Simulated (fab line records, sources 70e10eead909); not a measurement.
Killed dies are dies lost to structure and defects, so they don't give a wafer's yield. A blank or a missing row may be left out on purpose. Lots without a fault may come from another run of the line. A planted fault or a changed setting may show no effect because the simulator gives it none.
Chamber matching | flow nand_harc | NHARC_P_CONTACT_ETCH_35 on rie_diel-09: 4 sister chambers
The step etches the open film in CF4, target depth 39 nm, time 65 s. 27 wafers are shown with their chamber, then 12 later ones without.

WAFERS WITH THEIR CHAMBER
wafer  | chamber | showerhead_plenum_p_Torr (Torr) | drypump_motor_current_A (A) | rf_vpp_V (V)
L076.2 | 3       | 1.71                            | 6.0                         | 149.8
L076.4 | 1       | 1.85                            | 4.9                         | 152.3
L076.6 | 0       | 1.68                            | 6.3                         | 148.6
L078.2 | 1       | 1.85                            | 4.9                         | 153.4
L078.4 | 0       | 1.68                            | 6.3                         | 150.4
L078.5 | 2       | 1.68                            | 5.4                         | 150.0
L081.1 | 2       | 1.68                            | 5.4                         | 151.1
L081.3 | 0       | 1.68                            | 6.4                         | 151.3
L081.5 | 2       | 1.68                            | 5.4                         | 151.4
L083.1 | 0       | 1.68                            | 6.3                         | 150.8
L083.4 | 3       | 1.71                            | 6.0                         | 150.1
L083.6 | 2       | 1.68                            | 5.5                         | 149.6
L084.1 | 0       | 1.68                            | 6.4                         | 149.5
L084.2 | 1       | 1.85                            | 4.9                         | 152.5
L084.5 | 3       | 1.71                            | 6.0                         | 151.2
L087.2 | 3       | 1.71                            | 6.0                         | 150.8
L087.3 | 2       | 1.68                            | 5.4                         | 149.4
L087.4 | 1       | 1.85                            | 4.9                         | 153.1
L089.2 | 0       | 1.68                            | 6.3                         | 151.0
L089.4 | 3       | 1.71                            | 6.0                         | 150.1
L089.5 | 1       | 1.84                            | 4.9                         | 149.7
L090.2 | 2       | 1.68                            | 5.4                         | 150.4
L090.4 | 0       | 1.68                            | 6.3                         | 149.2
L090.5 | 2       | 1.68                            | 5.4                         | 149.1
L091.1 | 3       | 1.71                            | 6.0                         | 150.0
L091.4 | 0       | 1.68                            | 6.4                         | 149.9
L091.5 | 3       | 1.71                            | 5.9                         | 151.0

SIGNATURES (means of the wafers above)
reading                  | chamber 0 | chamber 1 | chamber 2 | chamber 3 | scatter within a chamber
showerhead_plenum_p_Torr | 1.6800    | 1.8480    | 1.6800    | 1.7100    | 0.00187
drypump_motor_current_A  | 6.338     | 4.900     | 5.414     | 5.986     | 0.0395
rf_vpp_V                 | 150.088   | 152.200   | 150.143   | 150.429   | 0.961
Rule: a wafer's distance from a chamber is the root of the sum, over the readings, of the square of ((its reading less the chamber's mean) divided by the reading's scatter). The wafer belongs to the nearest chamber; if the next one is less than 2 further off, it can't be placed. The scatter: the root of (the sum of the squares of (reading less its chamber's mean) over the shown wafers, divided by (wafers less chambers)).

WAFERS WITHOUT THEIR CHAMBER
wafer  | showerhead_plenum_p_Torr (Torr) | drypump_motor_current_A (A) | rf_vpp_V (V)
L092.1 | 1.84                            | 4.9                         | 153.1
L092.3 | 1.68                            | 6.4                         | 148.2
L092.5 | 1.68                            | 6.3                         | 151.0
L093.1 | 1.68                            | 6.3                         | 150.6
L093.3 | 1.84                            | 4.9                         | 150.8
L093.4 | 1.71                            | 6.0                         | 150.9
L094.1 | 1.71                            | 6.0                         | 151.7
L094.2 | 1.67                            | 5.5                         | 148.5
L094.5 | 1.68                            | 6.4                         | 150.5
L096.1 | 1.84                            | 4.9                         | 151.8
L096.2 | 1.67                            | 5.5                         | 149.2
L096.3 | 1.68                            | 6.3                         | 152.0

WHICH CHAMBER EACH WENT THROUGH
wafer  | from the rows above | in truth
L092.1 | 1                   | 1
L092.3 | 0                   | 0
L092.5 | 0                   | 0
L093.1 | 0                   | 0
L093.3 | 1                   | 1
L093.4 | 3                   | 3
L094.1 | 3                   | 3
L094.2 | 2                   | 2
L094.5 | 0                   | 0
L096.1 | 1                   | 1
L096.2 | 2                   | 2
L096.3 | 0                   | 0
Placed correctly: 12 of 12. Can't be placed from these rows: 0. Placed wrongly: 0.
